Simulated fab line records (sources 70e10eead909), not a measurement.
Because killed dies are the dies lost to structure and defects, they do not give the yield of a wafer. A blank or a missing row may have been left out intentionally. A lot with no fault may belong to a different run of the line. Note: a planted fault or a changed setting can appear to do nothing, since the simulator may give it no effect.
fab line records -- flow nand_harc
[record] lots = 11, wafers = 33, last_day = 24
route steps=1159 shown P_ZERO_WELL@16 P_GATE@149 END@1159
lots that met no fault: taken from a fault-free run of the same line
start_h: start of the lot's first displayed wafer, in hours after the record's first day -- wait_h: time in hours since the lot's previous step -- " repeats the value in the row above -- L1.1+2: several wafers, shown together as one row -- - no value present, or no start provided -- * or withheld: withheld -- < > ~ a bound
route shown NAME@n: NAME is a module with steps in the file, n the number in the route of the first one -- usual: mean/standard deviation taken from wafers without a fault -- same: alike in all rows -- chamber/n: place in a boat -- sites: the reading at each site -- _std_site: their standard deviation -- _edge_site: inner sites' mean taken away from outer sites' mean -- radius_mm: for every site, how far away it sits from the centre of the wafer -- mask NAME#n: copy n -- behind: the last tool/chamber to shape the wafer -- hold: cause of the lot's hold/its duration in hours/its outcome -- device: the n, p or np transistor that did not switch -- end of line: at the end of the route, the tests of the same wafers -- for a step that has no rows: nothing shown but its recipe -- killed: dies that structure and defects cost at the first sort, which is not the same as the wafer's yield -- map: shows each die of a wafer: x if killed, . if not, _ if none is there
set.NAME: the setting as run; set.NAME@STEP: as run at that earlier step -- model.NAME: the simulator's own value behind a step, which no gauge read
a sample of lots followed through the steps of the route, with each step as a table and each wafer as a row
services: when a tool's chamber went out of use (start_h, in hours from the record's first day, below 0 if earlier), for how many hours, and the reason
[[steps]]
[step NHARC_P_ZERO_WELL_DESCUM_13]
[recipe] time_s = 3, o2_flow_sccm = 200, ar_flow_sccm = 0, bias_power_w = 0, chemistry = O2
[usual] drypump_motor_current_A = 5.7/0.46, oes_product_au = 0.996/0.015, rf_vpp_V = 58.0/0.8, showerhead_plenum_p_Torr = 1.95/0.078, throttle_valve_pct = 11.312/0.0085
[same] time_s = 3
lot.wafer,tool,chamber,start_h,wait_h,drypump_motor_current_A,oes_product_au,rf_hours_counter_h,rf_vpp_V,showerhead_plenum_p_Torr,throttle_valve_pct
L406.1,rie_diel-09,2,13.51,-,5.9,1.003,7,58.6,1.86,11.313
L406.3,rie_diel-09,3,13.51,-,6.3,1.008,7,58.5,2.03,11.322
L406.5,rie_diel-09,2,13.51,-,5.9,0.995,-,57.7,1.86,11.305
L410.2,rie_diel-01,0,37.40,-,6.4,0.985,5,58.2,2.06,11.312
L410.3,rie_diel-01,1,37.40,-,5.5,0.996,8,58.1,1.92,11.299
L410.6,rie_diel-01,3,37.40,-,5.9,0.978,-,57.9,1.91,11.321
L411.3,rie_diel-09,1,43.41,-,5.7,0.988,5,59.0,2.00,11.310
L411.2,rie_diel-09,2,43.41,-,5.9,0.997,8,57.5,1.86,11.318
L411.6,rie_diel-09,1,43.41,-,5.6,0.992,-,58.6,2.00,11.316
L412.3,rie_diel-03,2,49.39,-,5.6,0.993,0,56.1,1.88,11.324
L412.1,rie_diel-03,1,49.39,-,4.7,1.018,0,57.0,2.05,11.320
L412.5,rie_diel-03,2,49.39,-,5.5,0.996,-,58.0,1.88,11.304
L420.1,rie_diel-01,3,97.29,-,5.8,0.977,10,58.2,1.91,11.297
L420.5,rie_diel-01,0,97.29,-,6.4,0.995,-,57.5,2.06,11.310
L420.6,rie_diel-01,1,97.29,-,5.6,0.990,-,58.3,1.92,11.297
L421.2,rie_diel-01,1,103.43,-,5.6,0.988,13,57.7,1.92,11.316
L421.6,rie_diel-01,2,103.43,-,5.8,1.039,-,58.1,1.91,11.307
L421.5,rie_diel-01,3,103.43,-,5.8,0.978,-,56.8,1.91,11.321
L422.2,rie_diel-09,3,109.28,-,6.3,1.011,1,57.5,2.03,11.301
L422.1,rie_diel-09,1,109.28,-,5.7,0.993,1,57.0,2.00,11.319
L422.6,rie_diel-09,3,109.28,-,6.3,1.007,-,58.1,2.03,11.299
L426.1,rie_diel-03,1,133.41,-,4.7,1.008,6,58.5,2.05,11.321
L426.4,rie_diel-03,2,133.41,-,5.6,0.994,5,58.5,1.87,11.323
L426.5,rie_diel-03,2,133.41,-,5.6,1.001,-,59.3,1.87,11.313
L427.2,rie_diel-03,2,139.49,-,5.6,0.981,6,57.8,1.87,11.307
L427.3,rie_diel-03,3,139.49,-,5.7,0.994,6,58.3,1.83,11.300
L427.5,rie_diel-03,1,139.49,-,4.7,1.005,-,56.9,2.05,11.315
L428.3,rie_diel-09,0,145.40,-,5.2,1.002,4,58.6,1.95,11.325
L428.4,rie_diel-09,1,145.40,-,5.7,1.001,4,58.8,2.00,11.312
L428.1,rie_diel-09,2,145.40,-,5.9,0.986,4,58.5,1.85,11.323
L429.3,rie_diel-09,0,151.54,-,5.2,0.994,5,58.5,1.95,11.311
L429.2,rie_diel-09,1,151.54,-,5.7,1.010,5,58.8,1.99,11.324
L429.6,rie_diel-09,3,151.54,-,6.3,1.000,-,58.2,2.03,11.326
[step NHARC_P_ZERO_WELL_DESCUM_39]
[recipe] time_s = 3, o2_flow_sccm = 200, ar_flow_sccm = 0, bias_power_w = 0, chemistry = O2
[usual] drypump_motor_current_A = 5.7/0.47, oes_product_au = 0.995/0.016, rf_vpp_V = 57.8/0.88, showerhead_plenum_p_Torr = 1.95/0.077, throttle_valve_pct = 11.312/0.0096
[same] time_s = 3
lot.wafer,tool,chamber,start_h,wait_h,drypump_motor_current_A,oes_product_au,rf_hours_counter_h,rf_vpp_V,showerhead_plenum_p_Torr,throttle_valve_pct
L406.1,rie_diel-01,0,16.50,-,6.4,0.986,3,58.1,2.06,11.302
L406.3,rie_diel-01,1,16.50,-,5.6,0.988,6,58.0,1.92,11.299
L406.5,rie_diel-01,0,16.50,-,6.4,0.985,-,59.0,2.06,11.325
L410.2,rie_diel-01,0,40.15,-,6.4,0.999,5,58.1,2.06,11.311
L410.3,rie_diel-01,2,40.15,-,5.7,1.022,8,56.8,1.92,11.325
L410.6,rie_diel-01,1,40.15,-,5.5,1.002,-,59.4,1.92,11.315
L411.3,rie_diel-01,0,46.40,-,6.5,1.024,6,59.5,2.06,11.326
L411.2,rie_diel-01,3,46.40,-,5.8,0.990,6,57.8,1.91,11.323
L411.6,rie_diel-01,0,46.40,-,6.4,1.014,-,57.6,2.06,11.323
L412.3,rie_diel-01,2,52.40,-,5.7,1.030,8,58.4,1.92,11.307
L412.1,rie_diel-01,3,52.40,-,5.8,0.994,6,58.1,1.91,11.290
L412.5,rie_diel-01,1,52.40,-,5.5,0.995,-,58.0,1.92,11.317
L420.1,rie_diel-03,3,100.13,-,5.7,0.986,3,56.7,1.83,11.313
L420.6,rie_diel-03,2,100.13,-,5.5,0.973,-,56.8,1.87,11.305
L420.5,rie_diel-03,3,100.13,-,5.7,0.995,-,57.9,1.83,11.305
L421.2,rie_diel-03,0,106.30,-,6.1,0.971,4,57.7,1.99,11.296
L421.5,rie_diel-03,2,106.30,-,5.5,0.978,-,57.5,1.87,11.312
L421.6,rie_diel-03,3,106.30,-,5.8,0.988,-,58.1,1.83,11.311
L422.2,rie_diel-01,1,112.20,-,5.5,0.977,13,56.9,1.92,11.318
L422.1,rie_diel-01,2,112.20,-,5.8,1.023,13,56.6,1.91,11.300
L422.6,rie_diel-01,0,112.20,-,6.5,0.987,-,59.4,2.06,11.331
L426.1,rie_diel-09,2,136.28,-,6.0,0.994,3,57.7,1.85,11.312
L426.4,rie_diel-09,3,136.28,-,6.3,1.000,3,57.9,2.03,11.315
L426.5,rie_diel-09,0,136.28,-,5.2,1.001,-,57.8,1.96,11.310
L427.2,rie_diel-03,1,142.47,-,4.7,1.016,6,59.3,2.05,11.299
L427.3,rie_diel-03,0,142.47,-,6.0,0.978,6,59.7,1.99,11.312
L427.5,rie_diel-03,2,142.47,-,5.6,0.982,-,58.0,1.87,11.323
L428.3,rie_diel-01,1,148.28,-,5.6,0.989,0,58.7,1.92,11.314
L428.1,rie_diel-01,2,148.28,-,5.7,1.023,0,56.4,1.91,11.303
L428.4,rie_diel-01,0,148.28,-,6.4,0.985,0,57.7,2.06,11.306
L429.2,rie_diel-03,1,154.38,-,4.7,1.017,7,59.8,2.05,11.300
L429.3,rie_diel-03,0,154.38,-,6.1,0.992,8,58.5,1.99,11.314
L429.6,rie_diel-03,1,154.38,-,4.7,1.010,-,58.9,2.05,11.307
[step NHARC_P_ZERO_WELL_EXPOSE_49]
[recipe] na = 0.6, target_cd_nm = 2000, dose_mj = 22.64, mask_id = P_HVPW
lot.wafer,tool,chamber,start_h,wait_h,mask
L406.1+3+5,krf_scanner-04,0,17.83,-,P_HVPW#0
L410.2+3+6,krf_scanner-04,0,41.47,-,P_HVPW#0
L411.2+3+6,krf_scanner-04,0,47.60,-,P_HVPW#0
L412.1+3+5,krf_scanner-04,0,53.58,-,P_HVPW_R1#0
L420.1+5+6,krf_scanner-03,0,101.44,-,P_HVPW#0
L421.2+5+6,krf_scanner-02,0,107.62,-,P_HVPW#0
L422.1+2+6,krf_scanner-04,0,113.51,-,P_HVPW#0
L426.1+4+5,krf_scanner-03,0,137.45,-,P_HVPW#0
L427.2+3+5,krf_scanner-03,0,143.72,-,P_HVPW#0
L428.1+3+4,krf_scanner-03,0,149.48,-,P_HVPW#0
L429.2+3+6,krf_scanner-02,0,155.70,-,P_HVPW#0
[step NHARC_P_ZERO_WELL_CD_MEAS_52]
[recipe] target_cd_nm = 2000, landing_energy_ev = 500
[usual] cd_nm = 1998.3/2.2
lot.wafer,tool,chamber,start_h,wait_h,hold,cd_nm
L406.1,cd_sem-03,0,17.98,-,-,1998.0
L406.3,cd_sem-03,0,17.98,-,-,1994.1
L406.5,cd_sem-03,0,17.98,-,-,1995.1
L410.2,cd_sem-01,0,41.64,-,-,1995.8
L410.3,cd_sem-01,0,41.64,-,-,1998.9
L410.6,cd_sem-01,0,41.64,-,-,1997.6
L411.2,cd_sem-01,0,47.75,-,-,1997.9
L411.3,cd_sem-01,0,47.75,-,-,1995.0
L411.6,cd_sem-01,0,47.75,-,-,1998.2
L412.1,cd_sem-01,0,53.74,-,await_dispo/0.2h/release,1763.1
L412.3,cd_sem-01,0,53.74,-,await_dispo/0.2h/release,1761.0
L412.5,cd_sem-01,0,53.74,-,await_dispo/0.2h/release,1762.8
L412.1,cd_sem-01,0,-,-,-,1762.9
L412.3,cd_sem-01,0,-,-,-,1760.8
L412.5,cd_sem-01,0,-,-,-,1762.4
L420.1,cd_sem-03,0,101.60,-,-,1996.5
L420.5,cd_sem-03,0,101.60,-,-,2000.5
L420.6,cd_sem-03,0,101.60,-,-,1997.8
L421.2,cd_sem-03,0,107.77,-,-,2002.1
L421.5,cd_sem-03,0,107.77,-,-,2000.3
L421.6,cd_sem-03,0,107.77,-,-,1997.1
L422.1,cd_sem-03,0,113.67,-,-,1995.4
L422.2,cd_sem-03,0,113.67,-,-,1999.0
L422.6,cd_sem-03,0,113.67,-,-,1996.5
L426.1,cd_sem-02,0,137.61,-,-,1998.0
L426.4,cd_sem-02,0,137.61,-,-,1998.5
L426.5,cd_sem-02,0,137.61,-,-,1995.2
L427.2,cd_sem-02,0,143.88,-,-,2000.0
L427.3,cd_sem-02,0,143.88,-,-,1998.2
L427.5,cd_sem-02,0,143.88,-,-,2000.0
L428.1,cd_sem-01,0,149.64,-,-,2001.7
L428.3,cd_sem-01,0,149.64,-,-,1999.2
L428.4,cd_sem-01,0,149.64,-,-,2001.2
L429.2,cd_sem-01,0,155.86,-,-,1999.1
L429.3,cd_sem-01,0,155.86,-,-,2000.6
L429.6,cd_sem-01,0,155.86,-,-,2000.1
[step NHARC_P_GATE_ETCH_32]
[recipe] target_depth_a = 1500, over_etch_frac = 1, over_etch_ion_energy_ev = 40, time_s = 100.1, hbr_flow_sccm = 150, cl2_flow_sccm = 50, rf_w = 400, icp_w = 400, bias_w = 100, chemistry = HBr/Cl2
[usual] drypump_motor_current_A = 5.8/0.42, oes_product_au = 1.006/0.015, throttle_valve_pct = 26.406/0.009
[same] time_s = 100.1
lot.wafer,tool,chamber,start_h,wait_h,drypump_motor_current_A,oes_product_au,rf_hours_counter_h,throttle_valve_pct
L406.3,rie_si-04,1,85.98,-,6.0,1.021,1.5,26.393
L406.1,rie_si-04,0,85.98,-,6.4,1.016,1.3,26.409
L406.5,rie_si-04,1,85.98,-,6.0,1.009,-,26.411
L410.3,rie_si-02,1,112.73,-,5.8,1.032,0.6,26.408
L410.2,rie_si-02,3,112.73,-,6.1,1.027,0.7,26.390
L410.6,rie_si-02,0,112.73,-,6.2,1.013,-,26.408
L411.3,rie_si-04,2,113.30,-,5.4,1.004,0.0,26.410
L411.2,rie_si-04,1,113.30,-,6.0,1.007,0.1,26.418
L411.6,rie_si-04,2,113.30,-,5.4,1.007,-,26.394
L420.1,rie_si-06,3,167.02,-,5.8,0.984,1.3,26.402
L420.6,rie_si-06,3,167.02,-,5.8,0.997,-,26.399
L420.5,rie_si-06,0,167.02,-,5.8,1.013,-,26.408
L421.2,rie_si-04,0,181.04,-,6.4,1.011,0.7,26.404
L421.5,rie_si-04,1,181.04,-,6.0,1.008,-,26.410
L421.6,rie_si-04,2,181.04,-,5.3,0.995,-,26.405
L422.1,rie_si-06,1,181.35,-,5.8,0.988,1.7,26.400
L422.2,rie_si-06,2,181.35,-,5.6,1.015,1.2,26.392
L422.6,rie_si-06,1,181.35,-,5.8,0.993,-,26.405
L427.2,rie_si-02,3,210.64,-,6.1,1.013,1.5,26.395
L427.3,rie_si-02,2,210.64,-,5.0,1.003,1.4,26.404
L427.5,rie_si-02,0,210.64,-,6.3,1.001,-,26.401
L426.1,rie_si-06,3,211.18,-,5.8,0.999,0.2,26.426
L426.4,rie_si-06,2,211.18,-,5.6,1.027,-,26.414
L426.5,rie_si-06,3,211.18,-,5.8,0.989,-,26.417
L429.3,rie_si-02,3,223.02,-,6.1,1.016,0.0,26.404
L429.2,rie_si-02,0,223.02,-,6.3,0.996,0.0,26.390
L429.6,rie_si-02,1,223.02,-,5.8,1.012,-,26.395
L428.3,rie_si-06,2,223.68,-,5.6,1.030,0.3,26.406
L428.4,rie_si-06,0,223.68,-,5.9,1.012,0.2,26.408
L428.1,rie_si-06,1,223.68,-,5.7,0.970,0.3,26.411
[step NHARC_END_SORT_01]
[recipe] temp_c = 25
[usual] defect_limited_yield = 95.2/1.6, killed_at_array = 29/11, killed_at_other = 0.5/0.89, killed_at_periphery = 3.3/2, killed_dies = 32/11, killed_open = 3.1/1.9, killed_short = 2.3/1.6, sort_bin_2_pct = 1.5/0.71, sort_bin_3_pct = 0.30/0.22, sort_bin_4_pct = 3.0/1.1, sort_n_pass = 645/11, sort_rim_yield_pct = 97.3/1.8, sort_yield_pct = 95.2/1.6
[same] gross_dies = 677, sort_bin_5_pct[%] = 0, sort_bin_6_pct[%] = 0, sort_bin_7_pct[%] = 0, sort_bin_8_pct[%] = 0, sort_rim_n_gross = 106.00
lot.wafer,tool,chamber,start_h,wait_h,defect_limited_yield[%],killed_at_array,killed_at_other,killed_at_periphery,killed_dies,killed_open,killed_short,sort_bin_2_pct[%],sort_bin_3_pct[%],sort_bin_4_pct[%],sort_n_pass,sort_rim_yield_pct[%],sort_yield_pct[%]
L422.1,prober-01,0,546.45,2.4,94.5,36,1,0,37,1,3,1.6,0.30,3.5,640,100.0,94.5
L422.2,prober-01,0,547.26,2.8,94.4,34,1,3,38,3,1,2.1,0.59,3.0,639,98.1,94.4
L422.6,prober-01,0,550.50,4.1,95.3,30,0,2,32,4,2,1.5,0.15,3.1,645,99.1,95.3
// killed by level:class
L422.1 A_CHANNEL_HOLE_D1:chamber_film_flake=18 A_STAIRCASE:chamber_film_flake=8 A_CHANNEL_FILL_D1:chamber_film_flake=2 A_SGD_CUT:chamber_film_flake=2 A_ONON_D1:geometric_particle:short=1 A_STAIRCASE:geometric_particle:short=1 A_SLIT:geometric_particle:short=1 A_M0:geometric_particle:open=1
L422.2 A_CHANNEL_HOLE_D1:chamber_film_flake=18 A_CONTACT:chamber_film_flake=4 A_M1:chamber_film_flake=4 A_CHANNEL_FILL_D1:chamber_film_flake=2 A_STAIRCASE:chamber_film_flake=2 A_WL_FILL:chamber_film_flake=2 P_GATE:geometric_particle:open=1 P_M2:geometric_particle:open=1
L422.6 A_CHANNEL_HOLE_D1:chamber_film_flake=15 A_CONTACT:chamber_film_flake=6 P_M1:chamber_film_flake=2 A_ONON_D1:geometric_particle:open=1 A_CHANNEL_FILL_D1:geometric_particle:open=1 A_CHANNEL_FILL_D1:geometric_particle:short=1 A_WL_FILL:geometric_particle:open=1 A_CONTACT:geometric_particle:short=1
[[services]]
tool,chamber,start_h,hours,kind
krf_scanner-03,-,-4.00,4.0,pm
krf_scanner-04,-,0.82,3.7,repair
rie_si-06,-,6.00,9.0,pm
rie_diel-03,3,22.19,6.4,repair
rie_diel-03,-,38.30,9.0,pm
krf_scanner-04,-,55.84,18.1,repair
rie_diel-01,1,71.18,3.9,repair
rie_diel-09,-,77.14,9.0,pm
rie_si-06,3,82.95,5.3,repair
rie_diel-03,2,86.17,4.3,repair
rie_si-06,0,86.63,1.8,repair
rie_si-06,2,87.19,9.8,repair
rie_diel-01,1,91.48,2.3,repair
krf_scanner-04,-,118.26,9.4,repair
rie_diel-01,2,128.26,7.2,repair
rie_diel-01,-,138.09,9.0,pm
rie_diel-03,1,143.47,8.0,repair
rie_diel-09,1,153.32,1.7,repair
rie_diel-01,2,160.90,5.5,repair
krf_scanner-03,-,168.00,4.0,pm
rie_diel-01,2,170.71,1.5,repair
rie_diel-03,1,171.90,6.8,repair
krf_scanner-04,-,192.00,5.0,repair
rie_diel-03,-,215.30,9.0,pm
[[key]]
[first_sign] step = NHARC_P_ZERO_WELL_EXPOSE_49, reading = mask, direction = changed
[effect] step = NHARC_P_ZERO_WELL_CD_MEAS_52, reading = visit, direction = added
[effect] step = NHARC_P_ZERO_WELL_CD_MEAS_52, reading = cd_nm, direction = down, sigmas = 99+, usual = 1998.3, struck = 1762.3
met_at NHARC_P_ZERO_WELL_EXPOSE_49
struck_lots L412
scrapped_behind NHARC_P_ZERO_WELL_CD_MEAS_52 L412.1,L412.3,L412.5
not_acting_at NHARC_P_ZERO_WELL_DESCUM_13,NHARC_P_ZERO_WELL_DESCUM_39,NHARC_P_GATE_ETCH_32
onset_between 47.60 53.58
[fault] kind = wrong_mask, tool = any, chamber = -, onset_h = 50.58, steps = NHARC_P_ZERO_WELL_EXPOSE_49, aux_copy = P_HVPW_R1#0, cd_offset_nm = -236.02, scope = struck_lots_only
